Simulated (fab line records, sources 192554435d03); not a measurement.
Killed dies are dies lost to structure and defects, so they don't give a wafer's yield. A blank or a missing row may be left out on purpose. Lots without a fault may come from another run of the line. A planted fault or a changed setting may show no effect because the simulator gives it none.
Split-lot experiment | flow n5_finfet | 7 lots, 21 wafers read, on a route of 1938 steps

THE SPLIT
At N5_SD_EPI_N_ETCH_35 (etches SOC in N2/H2, overetch 108 nm, time 486 s), the setting source_w was moved away from the recipe's 3000 W on 7 of the 21 wafers read, by +6.1% to +14.8%. The other wafers ran this setting at the recipe's value.

The reading is taken at the split's own step.

THE READING
rf_vpp_V, in V, at N5_SD_EPI_N_ETCH_35 (etches SOC in N2/H2, overetch 108 nm, time 486 s). Fault-free wafers of this fab line usually give 241.1 V, standard deviation 1.2 V.

wafer  | tool, chamber at the split | source_w as run, W | against the recipe | rf_vpp_V, V | against lot-mates on the recipe
L075.3 | rie_diel-04, 3             | 3000               | recipe             | 242.7       | -
L075.4 | rie_diel-04, 0             | 3338               | +11.3%             | 231.8       | -10.8
L075.5 | rie_diel-04, 1             | 3000               | recipe             | 242.6       | -
L077.2 | rie_diel-04, 2             | 3000               | recipe             | 241.9       | -
L077.3 | rie_diel-04, 1             | 3000               | recipe             | 243.0       | -
L077.4 | rie_diel-04, 0             | 3000               | recipe             | 240.4       | -
L080.1 | rie_diel-04, 2             | 3000               | recipe             | 240.7       | -
L080.3 | rie_diel-04, 1             | 3000               | recipe             | 241.4       | -
L080.5 | rie_diel-04, 0             | 3000               | recipe             | 240.8       | -
L081.2 | rie_diel-03, 0             | 3000               | recipe             | 242.3       | -
L081.5 | rie_diel-03, 0             | 3000               | recipe             | 243.2       | -
L081.6 | rie_diel-03, 1             | 3000               | recipe             | 241.6       | -
L085.2 | rie_diel-04, 0             | 3445               | +14.8%             | 228.1       | -13.9
L085.4 | rie_diel-04, 3             | 3445               | +14.8%             | 231.5       | -10.5
L085.6 | rie_diel-04, 2             | 3000               | recipe             | 242.0       | -
L088.1 | rie_diel-03, 1             | 3384               | +12.8%             | 232.5       | -7.8
L088.5 | rie_diel-03, 3             | 3384               | +12.8%             | 230.2       | -10.1
L088.6 | rie_diel-03, 2             | 3000               | recipe             | 240.3       | -
L095.1 | rie_diel-02, 3             | 3000               | recipe             | 239.7       | -
L095.3 | rie_diel-02, 1             | 3183               | +6.1%              | 236.0       | -3.7
L095.6 | rie_diel-02, 1             | 3183               | +6.1%              | 235.9       | -3.8

THE FIT
A straight line over all 21 wafers: rf_vpp_V changes by -0.813 V for each +1% of source_w; r = -0.97; the points scatter about the line by 1.2 V.
The same after taking each lot's own level away (the mean of its wafers on the recipe; 21 wafers): -0.789 V for each +1%; r = -0.97; scatter 1.1 V.
On that fit, the largest move of source_w shifts the reading by 12 V.
The lots' own levels span 239.70 to 242.65 V, that is 2.5 times the standard deviation above.
So the lot-to-lot level changes the slope little: the two slopes agree.
Check: with one of the wafers moved furthest among these (+14.8%) left out of the fit, the line predicts -11 V for it against its lot-mates. It came out at -13.9 V against them.
Tool readings at the split's step, against how far the setting was moved: rf_vpp_V r = -0.97.

THE WHOLE CHAIN: every reading that the file lists as answering this split, in the file's order
step                | what it does                                     | reading                                                                           | change (the file's fit)               | r (the file's)
N5_SD_EPI_N_ETCH_35 | etches SOC in N2/H2, overetch 108 nm, time 486 s | rf_vpp_V                                                                          | -0.803 V for each +1% of the setting  | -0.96
N5_SD_EPI_N_ETCH_35 | etches SOC in N2/H2, overetch 108 nm, time 486 s | SD_EPI_N.cd_nm (the simulator's own value, which no gauge read)                   | +0.178 nm for each +1% of the setting | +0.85
N5_SD_EPI_N_ETCH_35 | etches SOC in N2/H2, overetch 108 nm, time 486 s | SiARC_of_SD_EPI_N_COAT_33.thk_nm (the simulator's own value, which no gauge read) | -0.103 nm for each +1% of the setting | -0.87
N5_SD_EPI_N_ETCH_45 | etches SiOCN in CH3F/O2, target depth 6 nm       | SD_EPI_N.cd_nm (the simulator's own value, which no gauge read)                   | +0.175 nm for each +1% of the setting | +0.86

THE FILE'S OWN FIT
rf_vpp_V changes by -0.803 V for each +1% of source_w, r = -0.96.
